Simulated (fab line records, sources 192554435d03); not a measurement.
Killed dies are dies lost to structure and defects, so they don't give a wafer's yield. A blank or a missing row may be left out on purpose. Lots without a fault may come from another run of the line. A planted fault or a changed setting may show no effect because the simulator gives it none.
Split-lot experiment | flow n5_finfet | 7 lots, 21 wafers read, on a route of 1938 steps

THE SPLIT
At N5_BEOL_M5_ETCH_72 (etches underlayer in N2/H2, target depth 6.5 nm, time 5.2 s), the setting bias_w was moved away from the recipe's 150 W on 10 of the 21 wafers read, by -15.7% to +15.1%. The other wafers ran this setting at the recipe's value.

The reading is taken at the split's own step.

THE READING
rf_vpp_V, in V, at N5_BEOL_M5_ETCH_72 (etches underlayer in N2/H2, target depth 6.5 nm, time 5.2 s). Fault-free wafers of this fab line usually give 525.6 V, standard deviation 2.8 V.

wafer  | tool, chamber at the split | bias_w as run, W | against the recipe | rf_vpp_V, V | against lot-mates on the recipe
L075.1 | rie_diel-05, 0             | 150              | recipe             | 522.5       | -
L075.3 | rie_diel-05, 1             | 150              | recipe             | 522.5       | -
L075.6 | rie_diel-05, 3             | 150              | recipe             | 526.4       | -
L077.1 | rie_diel-05, 1             | 150              | recipe             | 525.5       | -
L077.2 | rie_diel-05, 0             | 126.5            | -15.7%             | 467.4       | -58.1
L077.5 | rie_diel-05, 1             | 126.5            | -15.7%             | 471.5       | -54.0
L080.4 | rie_diel-06, 2             | 150              | recipe             | 521.5       | -
L080.5 | rie_diel-06, 1             | 150              | recipe             | 527.5       | -
L080.6 | rie_diel-06, 0             | 150              | recipe             | 521.4       | -
L082.1 | rie_diel-02, 2             | 135.9            | -9.4%              | 496.0       | -31.7
L082.2 | rie_diel-02, 3             | 135.9            | -9.4%              | 497.0       | -30.7
L082.4 | rie_diel-02, 1             | 150              | recipe             | 527.7       | -
L083.1 | rie_diel-05, 1             | 150              | recipe             | 525.5       | -
L083.4 | rie_diel-05, 0             | 133.4            | -11.1%             | 482.6       | -42.9
L083.6 | rie_diel-05, 3             | 133.4            | -11.1%             | 490.1       | -35.4
L093.1 | rie_diel-02, 1             | 169.1            | +12.7%             | 570.3       | +44.1
L093.3 | rie_diel-02, 0             | 169.1            | +12.7%             | 566.6       | +40.4
L093.6 | rie_diel-02, 3             | 150              | recipe             | 526.2       | -
L097.2 | rie_diel-05, 2             | 172.7            | +15.1%             | 575.5       | +46.8
L097.3 | rie_diel-05, 1             | 150              | recipe             | 528.7       | -
L097.4 | rie_diel-05, 1             | 172.7            | +15.1%             | 572.3       | +43.6

THE FIT
A straight line over all 21 wafers: rf_vpp_V changes by +3.37 V for each +1% of bias_w; r = +1.00; the points scatter about the line by 2.9 V.
The same after taking each lot's own level away (the mean of its wafers on the recipe; 21 wafers): +3.32 V for each +1%; r = +1.00; scatter 2.8 V.
On that fit, the largest move of bias_w shifts the reading by 52 V.
The lots' own levels span 523.47 to 528.70 V, that is 1.9 times the standard deviation above.
So the lot-to-lot level changes the slope little: the two slopes agree.
Check: with one of the wafers moved furthest among these (-15.7%) left out of the fit, the line predicts -52.1 V for it against its lot-mates. It came out at -58.1 V against them.
Tool readings at the split's step, against how far the setting was moved: rf_vpp_V r = +1.00.

OTHER SPLITS ON THESE WAFERS
These wafers also went through other splits before the reading. Each is held against what the fit with the lots' levels taken away leaves over:
other split on the same wafers | wafers away from the commonest value | r with rf_vpp_V (lot level and that fit taken away)
N5_BEOL_M0_CUTY_ETCH_63 time_s | 5                                    | +0.15
N5_BEOL_M1_ILD_DEP_00 time_s   | 7                                    | +0.08
N5_BEOL_M2_ALD_98 ald_cycles   | 7                                    | -0.11
N5_BEOL_M3_EXPOSE_25 dose_mj   | 11                                   | +0.09
N5_BEOL_M3_ALD_98 ald_cycles   | 6                                    | -0.10
N5_BEOL_M5_COAT_05 spin_rpm    | 8                                    | -0.02

THE FILE'S OWN FIT
rf_vpp_V changes by +3.34 V for each +1% of bias_w, r = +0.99.
